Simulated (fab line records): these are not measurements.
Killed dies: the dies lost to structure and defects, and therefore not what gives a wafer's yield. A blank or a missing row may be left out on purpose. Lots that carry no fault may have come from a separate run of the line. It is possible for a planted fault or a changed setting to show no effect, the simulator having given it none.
Matching of chambers / flow n5 finfet / rie si-01 running N5_FIN_SAQP_MANDREL1_REMOVE_56: 4 sister chambers
The step chemistry HBr/Cl2/O2, target a-Si, stops on SiNx, bt time 10 s. 24 wafers are shown with their chamber, then 12 later ones without.

== WAFERS PAIRED WITH THEIR CHAMBERS ==
wafer=L075.3; chamber=3; drypump motor current A (A)=5.3; throttle valve pct (%)=36.64; oes product au (a.u.)=1.022
wafer=L075.4; chamber=1; drypump motor current A (A)=6.3; throttle valve pct (%)=36.48; oes product au (a.u.)=0.997
wafer=L075.6; chamber=1; drypump motor current A (A)=6.3; throttle valve pct (%)=36.46; oes product au (a.u.)=0.999
wafer=L082.1; chamber=1; drypump motor current A (A)=6.3; throttle valve pct (%)=36.47; oes product au (a.u.)=1.013
wafer=L082.2; chamber=3; drypump motor current A (A)=5.3; throttle valve pct (%)=36.65; oes product au (a.u.)=1.017
wafer=L082.6; chamber=1; drypump motor current A (A)=6.3; throttle valve pct (%)=36.46; oes product au (a.u.)=1.011
wafer=L084.2; chamber=2; drypump motor current A (A)=5.4; throttle valve pct (%)=36.71; oes product au (a.u.)=1.010
wafer=L084.4; chamber=1; drypump motor current A (A)=6.3; throttle valve pct (%)=36.48; oes product au (a.u.)=0.997
wafer=L084.5; chamber=0; drypump motor current A (A)=6.0; throttle valve pct (%)=36.74; oes product au (a.u.)=0.968
wafer=L085.1; chamber=0; drypump motor current A (A)=6.0; throttle valve pct (%)=36.74; oes product au (a.u.)=0.996
wafer=L085.3; chamber=2; drypump motor current A (A)=5.4; throttle valve pct (%)=36.73; oes product au (a.u.)=1.033
wafer=L085.5; chamber=1; drypump motor current A (A)=6.3; throttle valve pct (%)=36.46; oes product au (a.u.)=1.014
wafer=L086.1; chamber=1; drypump motor current A (A)=6.3; throttle valve pct (%)=36.47; oes product au (a.u.)=1.011
wafer=L086.4; chamber=2; drypump motor current A (A)=5.4; throttle valve pct (%)=36.74; oes product au (a.u.)=1.016
wafer=L086.5; chamber=3; drypump motor current A (A)=5.3; throttle valve pct (%)=36.65; oes product au (a.u.)=1.017
wafer=L087.1; chamber=0; drypump motor current A (A)=6.1; throttle valve pct (%)=36.74; oes product au (a.u.)=0.971
wafer=L087.4; chamber=2; drypump motor current A (A)=5.4; throttle valve pct (%)=36.72; oes product au (a.u.)=1.010
wafer=L087.5; chamber=0; drypump motor current A (A)=6.0; throttle valve pct (%)=36.73; oes product au (a.u.)=0.971
wafer=L090.4; chamber=2; drypump motor current A (A)=5.4; throttle valve pct (%)=36.73; oes product au (a.u.)=1.008
wafer=L090.5; chamber=2; drypump motor current A (A)=5.4; throttle valve pct (%)=36.74; oes product au (a.u.)=0.993
wafer=L090.6; chamber=1; drypump motor current A (A)=6.3; throttle valve pct (%)=36.47; oes product au (a.u.)=1.006
wafer=L091.2; chamber=1; drypump motor current A (A)=6.3; throttle valve pct (%)=36.46; oes product au (a.u.)=1.004
wafer=L091.3; chamber=2; drypump motor current A (A)=5.4; throttle valve pct (%)=36.74; oes product au (a.u.)=1.016
wafer=L091.5; chamber=2; drypump motor current A (A)=5.4; throttle valve pct (%)=36.73; oes product au (a.u.)=1.008

SIGNATURES, as means of the wafers listed above
reading=drypump motor current A; chamber 0=6.025; chamber 1=6.300; chamber 2=5.400; chamber 3=5.300; scatter within a chamber=0.0194
reading=throttle valve pct; chamber 0=36.7375; chamber 1=36.4678; chamber 2=36.7300; chamber 3=36.6467; scatter within a chamber=0.00865
reading=oes product au; chamber 0=0.97650; chamber 1=1.00578; chamber 2=1.01175; chamber 3=1.01867; scatter within a chamber=0.00944
Rule: a wafer's distance from a chamber is the root of the sum, over the readings, of the square of ((its reading less the chamber's mean) divided by the reading's scatter). The wafer belongs to the nearest chamber; if the next one is less than 2 further off, it can't be placed. The scatter: take each reading less its chamber's mean, square it, sum over the shown wafers, divide by the number of wafers less the number of chambers, and take the root.

== WAFERS WHOSE CHAMBER IS MISSING ==
wafer=L093.1; drypump motor current A (A)=5.3; throttle valve pct (%)=36.74; oes product au (a.u.)=1.021
wafer=L093.5; drypump motor current A (A)=6.0; throttle valve pct (%)=36.72; oes product au (a.u.)=0.988
wafer=L093.6; drypump motor current A (A)=6.3; throttle valve pct (%)=36.47; oes product au (a.u.)=1.024
wafer=L094.2; drypump motor current A (A)=6.0; throttle valve pct (%)=36.73; oes product au (a.u.)=0.991
wafer=L094.4; drypump motor current A (A)=5.3; throttle valve pct (%)=36.65; oes product au (a.u.)=1.019
wafer=L094.6; drypump motor current A (A)=5.4; throttle valve pct (%)=36.73; oes product au (a.u.)=1.021
wafer=L096.2; drypump motor current A (A)=6.3; throttle valve pct (%)=36.47; oes product au (a.u.)=1.027
wafer=L096.4; drypump motor current A (A)=5.4; throttle valve pct (%)=36.73; oes product au (a.u.)=1.022
wafer=L096.6; drypump motor current A (A)=6.3; throttle valve pct (%)=36.47; oes product au (a.u.)=1.026
wafer=L097.2; drypump motor current A (A)=5.3; throttle valve pct (%)=36.66; oes product au (a.u.)=1.019
wafer=L097.3; drypump motor current A (A)=5.9; throttle valve pct (%)=36.73; oes product au (a.u.)=0.973
wafer=L097.4; drypump motor current A (A)=6.3; throttle valve pct (%)=36.47; oes product au (a.u.)=1.013

== WHICH CHAMBER EACH WENT THROUGH ==
wafer=L093.1; from the rows above=2; in truth=2
wafer=L093.5; from the rows above=0; in truth=0
wafer=L093.6; from the rows above=1; in truth=1
wafer=L094.2; from the rows above=0; in truth=0
wafer=L094.4; from the rows above=3; in truth=3
wafer=L094.6; from the rows above=2; in truth=2
wafer=L096.2; from the rows above=1; in truth=1
wafer=L096.4; from the rows above=2; in truth=2
wafer=L096.6; from the rows above=1; in truth=1
wafer=L097.2; from the rows above=3; in truth=3
wafer=L097.3; from the rows above=0; in truth=0
wafer=L097.4; from the rows above=1; in truth=1
Correctly placed: 12 of 12. Not placeable from these rows: 0. Number placed wrongly: 0.
